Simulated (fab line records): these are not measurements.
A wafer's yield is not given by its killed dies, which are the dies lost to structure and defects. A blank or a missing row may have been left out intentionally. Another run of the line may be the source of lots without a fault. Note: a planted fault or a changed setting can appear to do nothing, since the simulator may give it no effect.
fab line records	flow n5Finfet
record lots=12	wafers=35	lastDay=18
route steps=1938 shown BEOL_M0@716 TV_LITHO@1886 PASSIVATION@1926
lots with no fault: from the same line, run without faults
startH: the number of hours between the record's first day and the start of the first shown wafer of the lot	waitH: hours from the lot's prior step to this one	" identical to the entry in the row above	L1.1+2: a row that stands for several wafers	- value missing, or start not given	* or withheld: withheld	< > ~ a bound
route shown NAME@n: names a module that has steps shown in the file, with the first one's number in the route	usual: mean/standard deviation of fault-free wafers	same: alike in all rows	chamber/n: place in a boat	sites: each site's reading	_std_site: the standard deviation of these	_edge_site: mean of outer sites minus mean of inner sites	radiusMm: for every site, how far away it sits from the centre of the wafer	mask NAME#n: copy n	behind: the last tool/chamber to shape the wafer	hold: the reason the lot was held/the length of the hold in hours/how it ended	device: whichever transistor did not switch (one of n, p or np)	end of line: the tests these same wafers got at the end of their route	where a step has no rows: the recipe by itself	killed: the dies lost at the first sort to structure and to defects; this is not the yield of the wafer	map: shows each die of a wafer: x if killed, . if not, _ if none is there
set.NAME: the setting that was run; set.NAME@STEP: the one run at that earlier step	model.NAME: the simulator's own value behind a step, which no gauge read
a sample of lots followed through the steps of the route, with each step as a table and each wafer as a row
services: from which hour (startH, from the record's first day; less than 0 if before it) a tool's chamber was out of use, for how many hours, and why
## steps
# step N5_BEOL_M0_HM_OPEN_105
# recipe chemistry=Cl2/BCl3	targetDepthA=120	target=TiN	ionEnergyEv=150	pressureMtorr=10	icpW=1000	biasW=126	Cl2_flow_sccm=53.25	bcl3FlowSccm=21.75	Ar_flow_sccm=25
# usual bcl3FlowSccm=21.75/0.058	drypumpMotorCurrentA=5.9/0.33	oesProductAu=0.83/0.1	rfFwdPowerW=995/3.3	throttleValvePct=21.95/0.26
lot.wafer	tool	chamber	startH	waitH	bcl3FlowSccm	drypumpMotorCurrentA	oesProductAu	rfFwdPowerW	rfHoursCounterH	throttleValvePct
L277.2	rieMetal-03	1	114.73	0.3	21.73	5.5	0.74	997	64	21.99
L277.3	"	1	"	"	21.78	5.4	0.74	995	-	22.00
L277.4	"	0	"	"	21.75	5.7	0.63	993	-	22.16
L278.3	rieMetal-01	0	119.20	0.1	21.75	5.7	0.98	996	-	21.43
L278.5	"	1	"	"	21.76	6.1	0.91	999	-	22.13
L279.1	rieMetal-03	0	131.75	4.2	21.79	5.7	0.62	993	118	22.18
L279.2	"	1	"	"	21.73	5.5	0.74	998	65	21.99
L279.5	"	1	"	"	21.64	5.5	0.74	1001	-	21.97
L283.2	rieMetal-01	0	158.50	4.0	21.67	5.7	0.94	994	6	21.45
L283.4	"	0	"	"	21.67	5.7	0.94	995	-	21.46
L283.5	"	1	"	"	21.68	6.1	0.89	994	-	22.14
L284.1	rieMetal-01	1	161.78	0.8	21.72	6.1	0.88	996	17	22.16
L284.2	"	0	"	"	21.70	5.7	0.93	996	6	21.45
L284.3	"	0	"	"	21.72	5.7	0.92	994	-	21.46
L293.1	rieMetal-03	0	210.45	0.4	21.67	5.7	0.61	995	125	22.18
L293.2	"	1	"	"	21.80	5.5	0.72	993	72	22.00
L293.3	"	0	"	"	21.87	5.7	0.61	995	-	22.18
L294.2	rieMetal-02	0	218.80	1.2	21.71	6.3	0.86	997	12	22.03
L294.4	"	1	"	"	21.77	6.5	0.72	999	-	21.91
L294.5	"	0	"	"	21.71	6.3	0.86	996	-	22.04
L295.1	rieMetal-01	1	229.33	2.5	21.80	6.1	0.86	990	23	22.18
L295.4	"	0	"	"	21.71	5.7	0.90	1000	-	21.46
L295.6	"	1	"	"	21.91	6.1	0.86	992	-	22.18
L297.1	rieMetal-01	0	244.75	4.6	21.73	5.7	0.89	999	12	21.48
L297.2	"	1	"	"	21.72	6.0	0.85	996	24	22.18
L297.5	"	0	"	"	21.77	5.7	0.89	997	-	21.46
L298.2	rieMetal-03	1	244.98	2.2	21.71	5.5	0.70	999	-	22.02
L298.3	"	1	"	"	21.65	5.5	0.71	990	-	22.00
L298.5	"	1	"	"	21.66	5.5	0.71	996	-	22.03
L299.2	rieMetal-03	1	251.36	4.8	21.78	5.5	0.72	995	-	22.02
L299.4	"	1	"	"	21.79	5.5	0.71	990	-	22.04
L299.6	"	1	"	"	21.77	5.5	0.71	996	-	22.02
L300.2	rieMetal-01	0	255.14	1.1	21.75	5.7	0.90	990	13	21.45
L300.3	"	1	"	"	21.89	6.1	0.86	996	-	22.14
L300.6	"	1	"	"	21.87	6.1	0.87	993	-	22.16
# step N5_PASSIVATION_DESCUM_12
# recipe chemistry=O2	timeS=7.9	sourcePowerW=50	biasPowerW=20	pressureMtorr=20	rfFrequencyHz=2.712e+07	tempC=40	o2FlowSccm=225
# usual drypumpMotorCurrentA=5.8/0.42	oesProductAu=0.76/0.088	rfFwdPowerW=49.69/0.16	rfVppV=243.2/1.6	showerheadPlenumPTorr=2.09/0.076	throttleValvePct=20.52/0.25
lot.wafer	tool	chamber	startH	waitH	drypumpMotorCurrentA	oesProductAu	rfFwdPowerW	rfHoursCounterH	rfVppV	showerheadPlenumPTorr	throttleValvePct
L277.2	rieDiel-05	1	263.43	0.0	5.7	0.70	49.74	198	240.6	1.99	20.91
L277.3	"	2	"	"	5.6	0.70	49.88	236	245.3	2.14	20.39
L277.4	"	0	"	"	5.8	0.81	49.90	98	245.1	2.19	20.45
L278.3	rieDiel-05	3	264.88	0.1	5.6	0.70	49.59	242	244.0	2.16	20.60
L278.5	"	2	"	"	5.6	0.71	49.83	-	245.4	2.14	20.41
L279.1	rieDiel-05	1	268.59	0.4	5.7	0.71	49.84	199	241.8	1.99	20.91
L279.2	"	3	"	"	5.6	0.70	49.62	243	244.3	2.16	20.61
L279.5	"	0	"	"	5.8	0.81	49.45	-	245.2	2.19	20.43
L283.2	rieDiel-02	0	296.73	0.0	5.7	0.71	49.68	198	242.9	2.08	20.34
L283.4	"	3	"	"	5.9	0.68	49.57	234	240.6	1.99	20.57
L283.5	"	3	"	"	5.9	0.68	49.78	-	242.5	1.99	20.59
L284.1	rieDiel-05	1	302.41	0.0	5.7	0.70	49.44	209	241.9	1.99	20.92
L284.2	"	0	"	"	5.9	0.79	49.61	109	245.0	2.18	20.47
L284.3	"	2	"	"	5.6	0.70	49.82	247	244.1	2.14	20.42
L294.2	rieDiel-01	1	375.19	0.0	6.5	0.84	49.66	99	243.5	2.11	20.35
L294.4	"	2	"	"	5.9	0.68	49.59	-	243.5	2.13	20.55
L294.5	"	1	"	"	6.5	0.84	49.43	-	242.3	2.11	20.36
L293.1	rieDiel-02	3	375.64	0.0	5.9	0.97	49.60	3	244.8	2.24	20.35
L293.2	"	0	"	"	5.7	0.70	49.55	221	242.0	2.07	20.37
L293.3	"	2	"	"	4.9	0.70	49.95	245	242.6	2.05	20.31
L295.1	rieDiel-05	0	385.07	0.1	5.9	0.78	49.46	132	243.7	2.17	20.48
L295.4	"	1	"	"	5.7	0.67	49.73	233	241.2	1.98	20.97
L295.6	"	3	"	"	5.6	0.89	49.77	-	243.1	2.15	20.25
L298.2	rieDiel-01	0	396.86	0.2	6.1	0.71	49.92	217	241.4	2.01	20.88
L298.3	"	3	"	"	5.0	0.99	49.19	1	245.8	2.26	20.23
L298.5	"	1	"	"	6.5	0.81	49.55	-	244.6	2.10	20.36
L297.1	rieDiel-02	2	398.10	0.6	5.0	0.69	49.55	254	242.7	2.04	20.32
L297.2	"	0	"	"	5.7	0.70	49.68	229	241.7	2.07	20.40
L297.5	"	2	"	"	4.9	0.69	49.58	-	244.0	2.04	20.33
L300.2	rieDiel-05	1	402.93	0.0	5.7	0.67	49.87	236	240.3	1.98	20.96
L300.3	"	2	"	"	5.6	0.90	49.90	19	243.9	2.13	20.03
L300.6	"	1	"	"	5.7	0.67	49.70	-	241.1	1.98	20.97
L299.2	rieDiel-01	0	415.10	0.2	6.0	0.71	49.87	223	241.6	2.00	20.89
L299.4	"	2	"	"	5.9	1.00	49.49	0	244.1	2.12	20.14
L299.6	"	0	"	"	6.0	0.71	49.81	-	242.3	2.00	20.89
# step N5_PASSIVATION_OVL_MEAS_66
# recipe pointsPerWafer=44
# usual PASS_OPEN_OVL=0/6
lot.wafer	tool	chamber	startH	waitH	PASS_OPEN_OVL[nm]
L277.2	overlay-01	0	266.96	0.0	8
L277.3	"	0	"	"	-5
L277.4	"	0	"	"	-1
L278.3	overlay-02	0	269.85	0.0	2
L278.5	"	0	"	"	2
L279.1	overlay-01	0	272.54	0.0	3
L279.2	"	0	"	"	-7
L279.5	"	0	"	"	3
L283.2	overlay-01	0	300.22	0.0	-6
L283.4	"	0	"	"	-4
L283.5	"	0	"	"	4
L284.1	overlay-01	0	306.17	0.0	-7
L284.2	"	0	"	"	-5
L284.3	"	0	"	"	-10
L294.2	overlay-01	0	378.61	0.0	10
L294.4	"	0	"	"	3
L294.5	"	0	"	"	0
L293.1	overlay-02	0	378.80	0.0	5
L293.2	"	0	"	"	-2
L293.3	"	0	"	"	9
L295.1	overlay-01	0	388.38	0.0	-1
L295.4	"	0	"	"	-10
L295.6	"	0	"	"	-4
L298.2	overlay-02	0	400.23	0.0	-17
L298.3	"	0	"	"	-7
L298.5	"	0	"	"	6
L297.1	overlay-01	0	401.61	0.0	1
L297.2	"	0	"	"	-2
L297.5	"	0	"	"	7
L300.2	overlay-01	0	406.90	0.0	6
L300.3	"	0	"	"	10
L300.6	"	0	"	"	-6
L299.2	overlay-01	0	418.48	0.0	-11
L299.4	"	0	"	"	-7
L299.6	"	0	"	"	-4
# step N5_PASSIVATION_PROBE_49
# usual defectLimitedYield=91.0/1.3	killed_at_M0_to_M3=36/9.5	killed_at_M4_up=14/5.6	killedAtContacts=12/6.4	killedAtFrontEnd=40/10	killedAtOther=3.2/3	killedDies=107/15	killedOnRim=15/4.5	killedOpen=69/12	killedShort=35/7.7	sort_bin_5_function=5.3/0.91	sort_bin_6_memory=3.3/0.65	sortNPass=1073/15	sortYieldPct=91.0/1.3
# same grossDies=1180	killedAtBackSide=0	sort_bin_4_leakage[%]=0	sort_bin_8_speed[%]=0
lot.wafer	tool	chamber	startH	waitH	defectLimitedYield[%]	killed_at_M0_to_M3	killed_at_M4_up	killedAtContacts	killedAtFrontEnd	killedAtOther	killedDies	killedOnRim	killedOpen	killedShort	sort_bin_5_function[%]	sort_bin_6_memory[%]	sortNPass	sortYieldPct[%]
L283.2	prober-01	-	303.37	0.1	81.9	110	26	15	58	5	214	36	97	31	11.4	4.7	966	81.9
L283.4	prober-01	-	303.47	0.2	85.4	101	20	12	31	8	172	26	62	29	10.2	3.1	1008	85.4
L283.5	prober-01	-	303.52	0.2	82.2	134	14	15	45	2	210	28	67	31	11.4	3.9	970	82.2
L284.1	prober-01	-	309.29	0.0	84.4	137	9	3	29	6	184	22	50	27	10.6	3.1	996	84.4
L284.2	prober-01	-	309.34	0.1	84.4	116	12	11	43	2	184	28	67	30	9.5	3.8	996	84.4
L284.3	prober-01	-	309.39	0.1	86.4	96	13	12	38	1	160	24	57	23	7.4	4.3	1020	86.4
# killed by level:class
L283.2 BEOL_M0:unspecified=81 STI_FIN_REVEAL:geometricParticle:open=19 BEOL_M4:geometricParticle:open=15 MOL_CONTACT_COAG:geometricParticle:open=12 BEOL_M2:geometricParticle:open=12 FIN_SAQP:geometricParticle:open=8 GATE_CUT:geometricParticle:short=8 DUMMY_GATE:geometricParticle:open=7
L283.4 BEOL_M0:unspecified=81 BEOL_M4:geometricParticle:open=14 MOL_CONTACT_COAG:geometricParticle:open=8 BEOL_M2:geometricParticle:open=7 STI_FIN_REVEAL:geometricParticle:open=6 FIN_SAQP:geometricParticle:short=5 BEOL_M0_SAQP:geometricParticle:open=5 FIN_SAQP:geometricParticle:open=4
L283.5 BEOL_M0:unspecified=111 FIN_SAQP:geometricParticle:open=16 MOL_CONTACT_COAG:geometricParticle:open=13 BEOL_M2:geometricParticle:open=10 BEOL_M4:geometricParticle:open=10 FIN_SAQP:geometricParticle:short=4 DUMMY_GATE:geometricParticle:open=4 GATE_CUT:geometricParticle:short=4
L284.1 BEOL_M0:unspecified=107 BEOL_M3:geometricParticle:open=10 BEOL_M0_SAQP:geometricParticle:short=9 FIN_SAQP:geometricParticle:short=6 BEOL_M0_SAQP:geometricParticle:open=5 BEOL_M4:geometricParticle:open=5 FIN_SAQP:geometricParticle:open=4 STARTING-WAFER:geometricParticle:open=4
L284.2 BEOL_M0:unspecified=83 BEOL_M0_SAQP:geometricParticle:open=12 MOL_CONTACT_COAG:geometricParticle:open=10 FIN_SAQP:geometricParticle:open=8 BEOL_M3:geometricParticle:open=8 FIN_SAQP:geometricParticle:short=7 BEOL_M4:geometricParticle:open=7 BEOL_M0_SAQP:geometricParticle:short=6
L284.3 BEOL_M0:unspecified=79 FIN_SAQP:geometricParticle:open=11 MOL_CONTACT_COAG:geometricParticle:open=9 BEOL_M4:geometricParticle:open=7 FIN_SAQP:geometricParticle:short=6 DUMMY_GATE:geometricParticle:open=5 SPACER0:geometricParticle:short=5 BEOL_M0_SAQP:geometricParticle:open=5
## services
tool	chamber	startH	hours	kind
rieDiel-05	1	91.99	2.6	repair
rieDiel-02	1	92.88	3.0	repair
rieMetal-01	-	99.24	14.6	pm
rieDiel-02	1	113.71	14.4	repair
rieMetal-01	-	114.03	1.3	repair
rieMetal-02	1	140.89	24.9	repair
rieDiel-02	1	163.00	10.2	repair
rieDiel-05	1	177.64	1.4	repair
rieMetal-02	-	177.85	0.3	repair
rieDiel-01	0	181.02	4.1	repair
rieMetal-01	0	188.31	14.9	repair
rieMetal-01	-	249.72	2.8	pm
rieMetal-01	-	255.36	4.0	pm
rieDiel-05	3	291.67	-	clean
rieDiel-05	3	291.67	-	consumableReplace:focusRing
rieDiel-05	3	291.67	12.5	scheduledDown
rieDiel-05	3	291.67	12.5	ventCycle
rieMetal-02	-	304.64	2.8	pm
rieDiel-05	2	312.84	-	clean
rieDiel-05	2	312.84	-	consumableReplace:focusRing
rieDiel-05	2	312.84	16.0	scheduledDown
rieDiel-05	2	312.84	16.0	ventCycle
rieDiel-05	0	365.70	8.6	repair
rieDiel-05	-	399.12	0.8	repair
## key
firstSign step=N5_PASSIVATION_PROBE_49	reading=killed_at_M0_to_M3	direction=up	sigmas=8.4	usual=36	struck=116
effect step=N5_PASSIVATION_PROBE_49	reading=defectLimitedYield	direction=down	sigmas=5.2	usual=91.0	struck=84.1
moreKillsBornAt N5_BEOL_M0_HM_OPEN_105@rieMetal-01=542
metAt N5_BEOL_M0_HM_OPEN_105
struckLots L283,L284
notActingAt N5_PASSIVATION_DESCUM_12,N5_PASSIVATION_OVL_MEAS_66
onsetBetween 119.20 158.50
fault kind=chamberParticleSource	tool=rieMetal-01	chamber=-	onsetH=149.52	steps=N5_BEOL_M0_HM_OPEN_105	ratePerVisitCm2=0.761	endH=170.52
